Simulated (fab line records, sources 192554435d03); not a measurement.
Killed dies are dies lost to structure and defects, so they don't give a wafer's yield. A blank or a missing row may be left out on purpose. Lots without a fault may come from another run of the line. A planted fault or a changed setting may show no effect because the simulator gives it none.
A struck lot beside a sound one | flow n5_finfet | 17 steps out of a route of 1938
Sound: wafers L412.3, L412.4, L412.6. Struck: wafers L409.1, L409.2, L409.5. The cause comes at the end.
At each step with rows: each side's tool, then ch and its chambers, then its first start. Under that, the readings that differ: sound wafers | struck wafers | difference of the means | sigmas: that difference in standard deviations of wafers without a fault.
alike: readings whose means differ by less than 2 such deviations, and words and numbers that are the same on both sides. not compared: withheld readings, readings that some wafer has no value for, bounds like >300 that may hide the same value, and numbers for which the record gives no deviation and whose values overlap.
The two part at a step that has a row with sigmas, a row that says differs or no value, or rows on one side only. Numbers that don't overlap but have no deviation are shown without sigmas and don't part them. A reading that every wafer of one side lacks parts them only if that side has two wafers or more.

N5_GATE_CUT_CUT_ETCH_55: etches HfO2 in BCl3, target depth 3.2 nm.
  sound on rie_metal-03 ch 0,1, day 7 08:29; struck on rie_metal-01 ch 0,1, day 6 15:55
  alike: drypump_motor_current_A, oes_product_au, throttle_valve_pct
  not compared: rf_hours_counter_h
then, 1 step without rows for these wafers: N5_GATE_CUT_ETCH_47 (etches SiO2 in Cl2/BCl3, target depth 10 nm).
N5_GATE_CUT_VAPOR_ETCH_48: etches TiN in BCl3/Cl2.
  sound on rie_metal-03 ch 0,1, day 7 08:32; struck on rie_metal-01 ch 0,1, day 6 15:59
  alike: drypump_motor_current_A, oes_product_au
then, 1 step without rows for these wafers: N5_GATE_CUT_VAPOR_ETCH_49 (etches TiAlC in BCl3/Cl2).
N5_GATE_CUT_VAPOR_ETCH_51: etches HfO2 in BCl3/Cl2.
  sound on rie_metal-03 ch 0,1, day 7 08:36; struck on rie_metal-01 ch 0,1, day 6 16:02
  alike: drypump_motor_current_A, oes_product_au
N5_GATE_CUT_STRIP_21: strips in N2/H2, time 30 s.
  sound on plasma_asher-02 ch 0,1, day 7 09:16; struck on plasma_asher-02 ch 0,1, day 6 16:05
  alike: drypump_motor_current_A, heater_power_w
  not compared: rf_hours_counter_h
then, 4 steps without rows for these wafers: N5_GATE_CUT_STRIP_29 (strips in post etch residue remover, time 60 s); N5_GATE_CUT_SRD_52 (time 30 s); N5_GATE_CUT_ALD_22 (deposits SiNx, target thk 16 nm, pulse time 1 s, ald cycles 320); N5_GATE_CUT_CMP_23 (polishes, stops on SiO2, t overpolish 23.4 s, target thk 16 nm).
N5_GATE_CUT_THK_MEAS_24:
  sound on film_metro-01, day 7 11:12; struck on film_metro-01, day 6 18:02
  alike: GC_FILL_THK
N5_GATE_CUT_CMP_43: polishes SiO2.
  sound on cmp-04 ch 0,2, day 7 11:14; struck on cmp-03 ch 1,2,3, day 6 18:08
  alike: motor_current_A
N5_GATE_CUT_CMP_61: polishes, stops on SiNx, t overpolish 3 s.
  sound on cmp-04 ch 0,2, day 7 11:43; struck on cmp-03 ch 1,2,3, day 6 18:34
  alike: head_pressure_psi, motor_current_A
N5_GATE_CUT_INSPECT_26: inspects for defects (darkfield).
  sound on defect_inspect-02, day 7 11:56; struck on defect_inspect-02, day 6 18:46
  reading          | sound    | struck         | difference | sigmas
  raw_defect_count | 27 53 27 | 1094 1066 1090 | +1048      | +75
then, 1 step without rows for these wafers: N5_MOL_CONTACT_COAG_COAT_103 (time 60 s, resist thk 80 nm).
-- the record jumps here: 3 days lie between the struck wafers' starts before and after (it left off in module MOL_CONTACT_COAG and takes up again in module BEOL_M4, whose first step shown is number 1111 of the route) --
N5_BEOL_M4_RC_MEAS_101:
  sound on prober-02 ch 0, day 11 02:20; struck on prober-01 ch 0, day 10 00:03
  alike: DIBL_N, DIBL_P, IOFF_N, IOFF_P, ION_N, ION_P, SS_N, SS_P, VT_N, VT_P
N5_PASSIVATION_PROBE_49:
  the record has rows for the sound wafers here (prober-02, day 15 13:16) and none for the struck ones

WHERE THEY PART
First at N5_GATE_CUT_INSPECT_26; last, within this record, at N5_PASSIVATION_PROBE_49.

WHY: what the simulator had put in
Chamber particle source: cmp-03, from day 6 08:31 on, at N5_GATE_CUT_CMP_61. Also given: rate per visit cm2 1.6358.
